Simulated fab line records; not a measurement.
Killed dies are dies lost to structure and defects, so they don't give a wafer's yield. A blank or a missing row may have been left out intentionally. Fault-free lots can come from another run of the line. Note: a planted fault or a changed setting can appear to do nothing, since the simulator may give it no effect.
fab line records	flow n5_finfet
[record] lots = 7	wafers = 21
route steps=1938 shown BEOL_M10@1513 BEOL_M12@1637 BEOL_M13@1696 BEOL_M14@1751
start_h: the number of hours between the record's first day and the start of the first shown wafer of the lot	wait_h: hours from the lot's prior step to this one	" the same as in the row above	L1.1+2: a single row standing in for several wafers	- no value, or no start given	* or withheld: withheld	< > ~ a bound
route shown NAME@n: NAME is a module with steps in the file, n the number in the route of the first one	usual: average and standard deviation across the fault-free wafers	same: alike in all rows	chamber/n: place in a boat	sites: the reading at each site	_std_site: the values' standard deviation	_edge_site: the outer-site mean with the inner-site mean subtracted	radius_mm: how far each site lies from the wafer's centre	mask NAME#n: copy n	behind: the most recent tool/chamber to have shaped the wafer	hold: reason for holding the lot/hours on hold/outcome of the hold	device: the transistor (n, p or np) that didn't switch	end of line: at the end of the route, the tests of the same wafers	a step given without rows: its recipe and nothing more	killed: the dies lost at the first sort to structure and to defects; this is not the yield of the wafer	map: per-die view of a wafer (x killed, . not killed, _ where there is no die)
set.NAME: the setting the step ran with; set.NAME@STEP: the setting that earlier step ran with	model.NAME: the simulator's own value behind a step, which no gauge read
lots where settings were altered on purpose, with a table for each step and a row for each wafer
[[steps]]
[step N5_BEOL_M10_ETCH_41]
[recipe] chemistry = CH3F/O2	target = SiCN	target_depth_a = 426	taper_deg = 2	time_s = 86	ion_energy_ev = 120	mask_material = TiN	pressure_mtorr = 30	source_w = 395	bias_w = 75	Ar_flow_sccm = 150	CH3F_flow_sccm = 30	O2_flow_sccm = 20
[usual] rf_vpp_V = 297.9/1.8
lot.wafer	tool	chamber	start_h	wait_h	set.source_w	rf_vpp_V
L074.2	rie_diel-01	3	-	-	395	297.7
L074.5	"	1	"	"	419.3	290.9
L074.6	"	0	"	"	395	297.4
L082.1	rie_diel-03	3	-	-	395	300.1
L082.3	"	0	"	"	345.8	309.4
L082.5	"	3	"	"	395	298.9
L089.2	rie_diel-01	2	-	-	395	299.0
L089.3	"	0	"	"	395	297.9
L089.5	"	0	"	"	337.9	312.4
L090.3	rie_diel-01	0	-	-	395	296.0
L090.5	"	1	"	"	395	298.1
L090.6	"	0	"	"	395	297.8
L093.1	rie_diel-03	2	-	-	395	299.6
L093.4	"	0	"	"	377.1	300.0
L093.6	"	2	"	"	377.1	304.3
L094.1	rie_diel-05	0	-	-	395	294.4
L094.3	"	2	"	"	395	296.2
L094.4	"	1	"	"	395	294.9
L097.1	rie_diel-01	2	-	-	395	298.8
L097.3	"	1	"	"	395	297.6
L097.4	"	0	"	"	395	297.5
[step N5_BEOL_M10_STRIP_77]
[recipe] chemistry = N2/H2	time_s = 10	power_w = 450	temp_c = 40	pressure_mtorr = 20	rf_frequency_hz = 6e+07	bias_power_w = 7	n2_flow_sccm = 200	h2_flow_sccm = 200
[step N5_BEOL_M10_OCD_MEAS_38]
[usual] trench_depth_nm = 149/3.8
lot.wafer	tool	chamber	start_h	wait_h	set.time_s@BEOL_M10_TRENCH_ETCH_37	trench_depth_nm
L074.2	ocd-02	-	219.53	-	48	148
L074.5	"	-	"	"	48	145
L074.6	"	-	"	"	48	147
L082.1	ocd-02	-	295.52	-	57.83	175
L082.3	"	-	"	"	57.83	177
L082.5	"	-	"	"	48	141
L089.2	ocd-02	-	309.74	-	39.95	124
L089.3	"	-	"	"	39.95	122
L089.5	"	-	"	"	48	147
L090.3	ocd-02	-	313.19	-	48	149
L090.5	"	-	"	"	48	154
L090.6	"	-	"	"	48	150
L093.1	ocd-01	-	349.96	-	57.68	186
L093.4	"	-	"	"	57.68	176
L093.6	"	-	"	"	57.68	186
L094.1	ocd-01	-	365.82	-	48	146
L094.3	"	-	"	"	48	155
L094.4	"	-	"	"	48	147
L097.1	ocd-02	-	375.80	-	48	151
L097.3	"	-	"	"	48	155
L097.4	"	-	"	"	48	148
[step N5_BEOL_M10_HM_STRIP_39]
[recipe] chemistry = peroxide_tin_strip	material = TiN	target_depth_a = 250	temp_c = 50	time_s = 158
[step N5_BEOL_M10_SRD_40]
[recipe] time_s = 30	temp_c = 23	rinse_liquid = diw	dry = ipa_marangoni
[step N5_BEOL_M10_ECD_50]
[recipe] material = Cu	target_thk_a = 3180
[step N5_BEOL_M10_ANNEAL_51]
[recipe] temp_c = 225	time_s = 90	ambient = N2
[step N5_BEOL_M10_CMP_52]
[recipe] stop_on = SiCOH_lowk	t_overpolish_s = 7	down_force_psi = 1	platen_rpm = 50	clearing_platen_down_force_psi = 1.5	clearing_platen_rpm = 50	post_cmp_clean = cu_alkaline	target_thk_nm = 140	clearing_platen_pad_velocity_m_s = 0.99484	pad_velocity_m_s = 0.99484
lot.wafer	tool	chamber	start_h	wait_h	set.time_s@BEOL_M10_TRENCH_ETCH_37	model.Cu_of_BEOL_M10_ECD_50.thk_nm
L074.2	cmp-04	2	222.73	0.2	48	140.6
L074.6	"	1	"	"	48	140
L074.5	"	2	"	"	48	138.2
L082.3	cmp-01	1	298.39	0.2	57.83	171
L082.1	"	3	"	"	57.83	166.8
L082.5	"	0	"	"	48	132.6
L089.3	cmp-01	2	313.50	0.2	39.95	111.8
L089.2	"	3	"	"	39.95	116.4
L089.5	"	1	"	"	48	140.8
L090.3	cmp-02	0	315.14	0.2	48	142.6
L090.6	"	2	"	"	48	141.4
L090.5	"	3	"	"	48	146.2
L093.1	cmp-04	0	352.71	0.3	57.68	176.6
L093.4	"	1	"	"	57.68	168.6
L093.6	"	2	"	"	57.68	178.8
L094.4	cmp-04	2	369.09	0.2	48	139.2
L094.1	"	3	"	"	48	139.4
L094.3	"	0	"	"	48	147.4
L097.1	cmp-04	2	378.78	0.3	48	142.6
L097.3	"	0	"	"	48	145.2
L097.4	"	1	"	"	48	140.6
[step N5_BEOL_M10_THK_MEAS_53]
[recipe] thk_meas_gauge = xrf	reads = Cu_of_BEOL_M10_ECD_50
[usual] M10_THK = 140/4.1
lot.wafer	tool	chamber	start_h	wait_h	set.time_s@BEOL_M10_TRENCH_ETCH_37	M10_THK[nm]
L074.2	film_metro-01	-	222.99	-	48	139
L074.5	"	-	"	"	48	136
L074.6	"	-	"	"	48	138
L082.1	film_metro-02	-	298.65	-	57.83	166
L082.3	"	-	"	"	57.83	170
L082.5	"	-	"	"	48	131
L089.2	film_metro-02	-	313.76	-	39.95	115
L089.3	"	-	"	"	39.95	111
L089.5	"	-	"	"	48	140
L090.3	film_metro-01	-	315.36	-	48	142
L090.5	"	-	"	"	48	145
L090.6	"	-	"	"	48	141
L093.1	film_metro-02	-	352.93	-	57.68	175
L093.4	"	-	"	"	57.68	166
L093.6	"	-	"	"	57.68	177
L094.1	film_metro-02	-	369.38	-	48	139
L094.3	"	-	"	"	48	146
L094.4	"	-	"	"	48	139
L097.1	film_metro-01	-	379.08	-	48	140
L097.3	"	-	"	"	48	144
L097.4	"	-	"	"	48	139
[step N5_BEOL_M10_PRE_CLEAN_55]
[recipe] gas = NH3	time_s = 15	temp_c = withheld	rf_power_w = 300
[step N5_BEOL_M10_DEP_56]
[recipe] material = SiCN	target_thk_a = 150	temp_c = withheld	precursor = 3MS/NH3	pressure_torr = 3	rf_w = 202	time_s = 26.5
[step N5_BEOL_M10_RS_MEAS_57]
[recipe] thk_meas_gauge = four-point-probe	reads = Cu_of_BEOL_M10_ECD_50+Co_of_BEOL_M10_CVD_75+TaN_of_BEOL_M10_ALD_74
[usual] M10_RS = 0.150/0.0048
lot.wafer	tool	chamber	start_h	wait_h	set.time_s@BEOL_M10_TRENCH_ETCH_37	M10_RS[ohm/sq]
L074.2	film_metro-02	-	223.12	0.1	48	0.150
L074.5	"	-	"	"	48	0.153
L074.6	"	-	"	"	48	0.151
L082.1	film_metro-02	-	298.78	0.1	57.83	0.125
L082.3	"	-	"	"	57.83	0.121
L082.5	"	-	"	"	48	0.160
L089.2	film_metro-02	-	313.93	0.1	39.95	0.186
L089.3	"	-	"	"	39.95	0.194
L089.5	"	-	"	"	48	0.150
L090.3	film_metro-01	-	315.50	0.1	48	0.148
L090.5	"	-	"	"	48	0.144
L090.6	"	-	"	"	48	0.149
L093.1	film_metro-02	-	353.06	0.1	57.68	0.117
L093.4	"	-	"	"	57.68	0.123
L093.6	"	-	"	"	57.68	0.116
L094.1	film_metro-01	-	369.52	0.1	48	0.151
L094.3	"	-	"	"	48	0.142
L094.4	"	-	"	"	48	0.152
L097.1	film_metro-02	-	379.22	0.1	48	0.148
L097.3	"	-	"	"	48	0.145
L097.4	"	-	"	"	48	0.151
[step N5_BEOL_M12_ETCH_68]
[recipe] chemistry = N2/H2	target = SOC	mask_material = SiARC	source_w = 3000	bias_w = 350	temp_c = 40	time_s = 285	ion_energy_ev = 200	pressure_mtorr = 30	n2_flow_sccm = 200	h2_flow_sccm = 200
lot.wafer	tool	chamber	start_h	wait_h	set.time_s	model.SiARC_of_BEOL_M12_COAT_66.thk_nm
L074.2	rie_diel-03	3	233.89	0.1	259.6	88.4
L074.5	"	0	"	"	285	85.6
L074.6	"	3	"	"	285	86.4
L082.1	rie_diel-03	2	310.58	0.1	301.2	83.8
L082.3	"	1	"	"	285	86.2
L082.5	"	1	"	"	301.2	84.4
L089.2	rie_diel-05	0	328.65	0.1	285	86.2
L089.3	"	1	"	"	301.2	84.8
L089.5	"	0	"	"	285	85.8
L090.3	rie_diel-05	0	329.14	0.1	285	85.6
L090.5	"	1	"	"	285	86
L090.6	"	0	"	"	285	85.8
L093.1	rie_diel-05	0	362.86	0.1	263.4	88
L093.4	"	1	"	"	285	86.4
L093.6	"	0	"	"	285	85.8
L094.1	rie_diel-01	1	378.40	0.1	324.7	82.2
L094.3	"	3	"	"	324.7	83.2
L094.4	"	2	"	"	285	85.4
L097.1	rie_diel-01	3	387.79	0.1	285	86.2
L097.3	"	1	"	"	285	85.6
L097.4	"	0	"	"	285	86
[step N5_BEOL_M12_SPUTTER_44]
[recipe] material = Ta	target_thk_a = 100	temp_c = 50	bias_v = 80	power_w = 15000	chamber_pressure_pa = 0.07	time_s = 16.13
lot.wafer	tool	chamber	start_h	wait_h	set.time_s	model.Ta_of_BEOL_M12_SPUTTER_44.thk_nm
L074.2	pvd_sputter-03	-	236.39	0.0	16.13	10
L074.5	"	-	"	"	14.78	9
L074.6	"	-	"	"	14.78	9.4
L082.1+3	pvd_sputter-02	-	311.40	0.0	16.13	10
L082.5	"	-	"	"	15.28	9.8
L089.2	pvd_sputter-02	-	335.29	0.0	16.13	10.2
L089.3+5	"	-	"	"	14.24	9.2
L090.3+6	pvd_sputter-02	-	335.69	0.0	16.13	10.2
L090.5	"	-	"	"	16.13	10
L093.1	pvd_sputter-03	-	364.03	0.0	16.13	10.2
L093.4+6	"	-	"	"	16.13	10
L094.1	pvd_sputter-02	-	379.54	0.0	16.13	10.2
L094.3	"	-	"	"	17.89	11
L094.4	"	-	"	"	17.89	11.4
L097.1	pvd_sputter-02	-	390.97	0.0	16.13	10
L097.3	"	-	"	"	16.13	9.8
L097.4	"	-	"	"	16.13	10.2
[step N5_BEOL_M13_TRENCH_ETCH_34]
[recipe] chemistry = C4F8/O2/Ar	target = SiOC	target_depth_a = 4134.7	mask_material = SOC	pressure_mtorr = 30	source_w = 3000	bias_w = 700	Ar_flow_sccm = 400	C4F8_flow_sccm = 15	O2_flow_sccm = 8	he_inner_torr = 15	he_outer_torr = 30	time_s = 162.6	ion_energy_ev = 250
lot.wafer	tool	chamber	start_h	wait_h	set.time_s	model.etch.depth_nm
L074.2	rie_diel-02	2	239.77	0.0	162.6	405.8
L074.5	"	1	"	"	162.6	414.4
L074.6	"	3	"	"	189.2	485.9
L082.1	rie_diel-06	0	314.83	0.0	162.6	424.4
L082.3	"	2	"	"	162.6	413.9
L082.5	"	2	"	"	162.6	414.5
L089.2	rie_diel-06	3	338.71	0.0	162.6	405.3
L089.3	"	1	"	"	162.6	422.1
L089.5	"	1	"	"	177	458.2
L090.3	rie_diel-04	0	338.83	0.0	162.6	410
L090.5	"	2	"	"	182	458.9
L090.6	"	1	"	"	182	459.7
L093.1	rie_diel-04	1	368.11	0.0	162.6	407.8
L093.4	"	0	"	"	197.3	494.1
L093.6	"	2	"	"	162.6	402.1
L094.1	rie_diel-04	2	382.98	0.0	162.6	398.7
L094.3	"	3	"	"	162.6	403.6
L094.4	"	1	"	"	162.6	407.6
L097.1	rie_diel-02	2	394.13	0.0	162.6	405
L097.3	"	3	"	"	162.6	405.4
L097.4	"	1	"	"	162.6	423.7
[step N5_BEOL_M13_STRIP_70]
[recipe] chemistry = C4F8/O2/Ar	resist = SiARC	rf_frequency_hz = 6e+07
[step N5_BEOL_M13_OCD_MEAS_35]
[usual] trench_depth_nm = 412/7.7
lot.wafer	tool	chamber	start_h	wait_h	set.time_s@BEOL_M13_TRENCH_ETCH_34	trench_depth_nm
L074.2	ocd-02	-	239.95	0.0	162.6	406
L074.5	"	-	"	"	162.6	415
L074.6	"	-	"	"	189.2	486
L082.1	ocd-02	-	315.01	0.0	162.6	425
L082.3	"	-	"	"	162.6	414
L082.5	"	-	"	"	162.6	415
L089.2	ocd-02	-	338.89	0.0	162.6	405
L089.3	"	-	"	"	162.6	422
L089.5	"	-	"	"	177	458
L090.3	ocd-01	-	339.01	0.0	162.6	410
L090.5	"	-	"	"	182	459
L090.6	"	-	"	"	182	460
L093.1	ocd-02	-	368.29	0.0	162.6	408
L093.4	"	-	"	"	197.3	494
L093.6	"	-	"	"	162.6	402
L094.1	ocd-01	-	383.16	0.0	162.6	399
L094.3	"	-	"	"	162.6	404
L094.4	"	-	"	"	162.6	407
L097.1	ocd-01	-	394.30	0.0	162.6	405
L097.3	"	-	"	"	162.6	405
L097.4	"	-	"	"	162.6	423
[step N5_BEOL_M13_STRIP_37]
[recipe] chemistry = N2/H2	power_w = 1000	temp_c = 250	h2_frac = 0.65	overash_fraction = 0.3	pressure_mtorr = withheld	n2_flow_sccm = 1750	h2_flow_sccm = 3250
[step N5_BEOL_M13_ETCH_38]
[recipe] chemistry = CF4/N2	target = SiCN	target_depth_a = 675	taper_deg = 2	time_s = 71.9	ion_energy_ev = 150	mask_material = SiO2	pressure_mtorr = 40	source_w = 430	bias_w = 70	Ar_flow_sccm = 100	cf4_flow_sccm = 60	n2_flow_sccm = 60
[step N5_BEOL_M13_ECD_47]
[recipe] material = Cu	target_thk_a = 9360
[step N5_BEOL_M13_ANNEAL_48]
[recipe] temp_c = 225	time_s = 90	ambient = N2
[step N5_BEOL_M13_CMP_49]
[recipe] stop_on = SiOC	t_overpolish_s = 17.1	down_force_psi = 1	platen_rpm = 50	clearing_platen_down_force_psi = 1.5	clearing_platen_rpm = 50	post_cmp_clean = cu_alkaline	target_thk_nm = 420	clearing_platen_pad_velocity_m_s = 0.99484	pad_velocity_m_s = 0.99484
lot.wafer	tool	chamber	start_h	wait_h	set.time_s@BEOL_M13_TRENCH_ETCH_34	model.Cu_of_BEOL_M13_ECD_47.thk_nm
L074.2	cmp-02	0	241.44	0.3	162.6	415.4
L074.6	"	1	"	"	189.2	493.6
L074.5	"	2	"	"	162.6	421.6
L082.1	cmp-02	0	318.19	0.3	162.6	432.2
L082.3	"	1	"	"	162.6	420.4
L082.5	"	0	"	"	162.6	422.4
L089.2	cmp-02	3	343.75	0.2	162.6	411.8
L089.3	"	1	"	"	162.6	429
L089.5	"	0	"	"	177	466.4
L090.3	cmp-02	1	345.23	0.2	162.6	415
L090.6	"	0	"	"	182	467.8
L090.5	"	1	"	"	182	463.8
L093.4	cmp-03	2	370.91	0.2	197.3	499.6
L093.1	"	0	"	"	162.6	416.8
L093.6	"	2	"	"	162.6	407
L094.3	cmp-03	2	385.77	0.2	162.6	408.6
L094.4	"	3	"	"	162.6	413.6
L094.1	"	0	"	"	162.6	407.2
L097.3	cmp-02	0	397.22	0.2	162.6	413
L097.4	"	2	"	"	162.6	431.2
L097.1	"	3	"	"	162.6	411.2
[step N5_BEOL_M13_THK_MEAS_50]
[recipe] thk_meas_gauge = xrf	reads = Cu_of_BEOL_M13_ECD_47
[usual] M13_THK = 415/7.8
lot.wafer	tool	chamber	start_h	wait_h	set.time_s@BEOL_M13_TRENCH_ETCH_34	M13_THK[nm]
L074.2	film_metro-02	-	241.62	-	162.6	409
L074.5	"	-	"	"	162.6	416
L074.6	"	-	"	"	189.2	490
L082.1	film_metro-01	-	318.45	-	162.6	422
L082.3	"	-	"	"	162.6	413
L082.5	"	-	"	"	162.6	416
L089.2	film_metro-01	-	344.04	-	162.6	406
L089.3	"	-	"	"	162.6	424
L089.5	"	-	"	"	177	459
L090.3	film_metro-01	-	345.49	-	162.6	408
L090.5	"	-	"	"	182	458
L090.6	"	-	"	"	182	459
L093.1	film_metro-01	-	371.17	-	162.6	411
L093.4	"	-	"	"	197.3	492
L093.6	"	-	"	"	162.6	401
L094.1	film_metro-02	-	386.06	-	162.6	404
L094.3	"	-	"	"	162.6	407
L094.4	"	-	"	"	162.6	413
L097.1	film_metro-02	-	397.51	-	162.6	408
L097.3	"	-	"	"	162.6	409
L097.4	"	-	"	"	162.6	426
[step N5_BEOL_M13_PRE_CLEAN_52]
[recipe] gas = NH3	time_s = 15	temp_c = withheld	rf_power_w = 300
[step N5_BEOL_M13_DEP_53]
[recipe] material = SiCN	target_thk_a = 500	temp_c = withheld	precursor = 3MS/NH3	pressure_torr = 3	rf_w = 675	time_s = 17.8
[step N5_BEOL_M13_RS_MEAS_54]
[recipe] thk_meas_gauge = four-point-probe	reads = Cu_of_BEOL_M13_ECD_47+Ta_of_BEOL_M13_SPUTTER_44+TaN_of_BEOL_M13_SPUTTER_43
[usual] M13_RS = 0.0450/0.00084
lot.wafer	tool	chamber	start_h	wait_h	set.time_s@BEOL_M13_TRENCH_ETCH_34	M13_RS[ohm/sq]
L074.2	film_metro-02	-	241.75	0.1	162.6	0.0455
L074.5	"	-	"	"	162.6	0.0448
L074.6	"	-	"	"	189.2	0.0380
L082.1	film_metro-01	-	318.57	0.0	162.6	0.0435
L082.3	"	-	"	"	162.6	0.0448
L082.5	"	-	"	"	162.6	0.0446
L089.2	film_metro-02	-	344.17	0.1	162.6	0.0459
L089.3	"	-	"	"	162.6	0.0439
L089.5	"	-	"	"	177	0.0404
L090.3	film_metro-01	-	345.61	0.1	162.6	0.0454
L090.5	"	-	"	"	182	0.0405
L090.6	"	-	"	"	182	0.0401
L093.1	film_metro-02	-	371.30	0.0	162.6	0.0453
L093.4	"	-	"	"	197.3	0.0376
L093.6	"	-	"	"	162.6	0.0465
L094.1	film_metro-02	-	386.19	0.0	162.6	0.0465
L094.3	"	-	"	"	162.6	0.0462
L094.4	"	-	"	"	162.6	0.0458
L097.1	film_metro-01	-	397.67	0.1	162.6	0.0459
L097.3	"	-	"	"	162.6	0.0456
L097.4	"	-	"	"	162.6	0.0437
[step N5_BEOL_M14_ETCH_68]
[recipe] chemistry = N2/H2	target = SOC	mask_material = SiARC	source_w = 3000	bias_w = 350	temp_c = 40	time_s = 450	ion_energy_ev = 200	pressure_mtorr = 30	n2_flow_sccm = 200	h2_flow_sccm = 200
lot.wafer	tool	chamber	start_h	wait_h	set.time_s	model.SiARC_of_BEOL_M14_COAT_66.thk_nm
L074.2+5	rie_diel-01	2,0	243.62	0.1	369.3	72.4
L074.6	"	1	"	"	450	65.2
L082.1	rie_diel-03	3	320.25	0.1	450	66
L082.3	"	2	"	"	450	64.4
L082.5	"	3	"	"	450	66.2
L089.2	rie_diel-05	2	346.15	0.1	514.9	56.8
L089.3	"	1	"	"	514.9	59.4
L089.5	"	2	"	"	514.9	57.4
L090.3	rie_diel-01	2	347.70	0.1	403.8	69.4
L090.5	"	1	"	"	403.8	68.4
L090.6	"	2	"	"	450	64.2
L093.1	rie_diel-03	1	373.44	0.1	450	65.8
L093.4	"	1	"	"	450	66.4
L093.6	"	3	"	"	422	69.4
L094.1	rie_diel-05	1	387.95	0.1	549.1	57.2
L094.3	"	2	"	"	450	64.4
L094.4	"	3	"	"	549.1	56
L097.1	rie_diel-03	2	399.37	0.1	450	65
L097.3	"	1	"	"	450	66.2
L097.4	"	3	"	"	450	67.4
[[key]]
[split] step = N5_BEOL_M10_ETCH_41	setting = source_w	stated = 395	by = wafer
[response] step = N5_BEOL_M10_ETCH_41	reading = rf_vpp_V	change = -0.891	per = 1%	r = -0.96
[split] step = N5_BEOL_M12_ETCH_68	setting = time_s	stated = 285	by = wafer
[response] step = N5_BEOL_M12_ETCH_68	reading = model.SiARC_of_BEOL_M12_COAT_66.thk_nm	change = -0.233	per = 1%	r = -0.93
[split] step = N5_BEOL_M12_SPUTTER_44	setting = time_s	stated = 16.13	by = wafer
[response] step = N5_BEOL_M12_SPUTTER_44	reading = model.Ta_of_BEOL_M12_SPUTTER_44.thk_nm	change = +0.0858	per = 1%	r = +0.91
[split] step = N5_BEOL_M13_TRENCH_ETCH_34	setting = time_s	stated = 162.6	by = wafer
[response] step = N5_BEOL_M13_TRENCH_ETCH_34	reading = model.etch.depth_nm	change = +4.37	per = 1%	r = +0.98
[response] step = N5_BEOL_M13_OCD_MEAS_35	reading = trench_depth_nm	change = +4.35	per = 1%	r = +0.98
[response] step = N5_BEOL_M13_CMP_49	reading = model.Cu_of_BEOL_M13_ECD_47.thk_nm	change = +4.36	per = 1%	r = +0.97
[response] step = N5_BEOL_M13_THK_MEAS_50	reading = M13_THK	change = +4.32	per = 1%	r = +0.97
[response] step = N5_BEOL_M13_RS_MEAS_54	reading = M13_RS	change = -0.000419	per = 1%	r = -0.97
[split] step = N5_BEOL_M14_ETCH_68	setting = time_s	stated = 450	by = wafer
[response] step = N5_BEOL_M14_ETCH_68	reading = model.SiARC_of_BEOL_M14_COAT_66.thk_nm	change = -0.389	per = 1%	r = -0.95
split outside_this_file step=N5_BEOL_M10_TRENCH_ETCH_37 setting=time_s
// split outside_this_file: this setting was split too, and the file shows its column; the key of that split is in another file
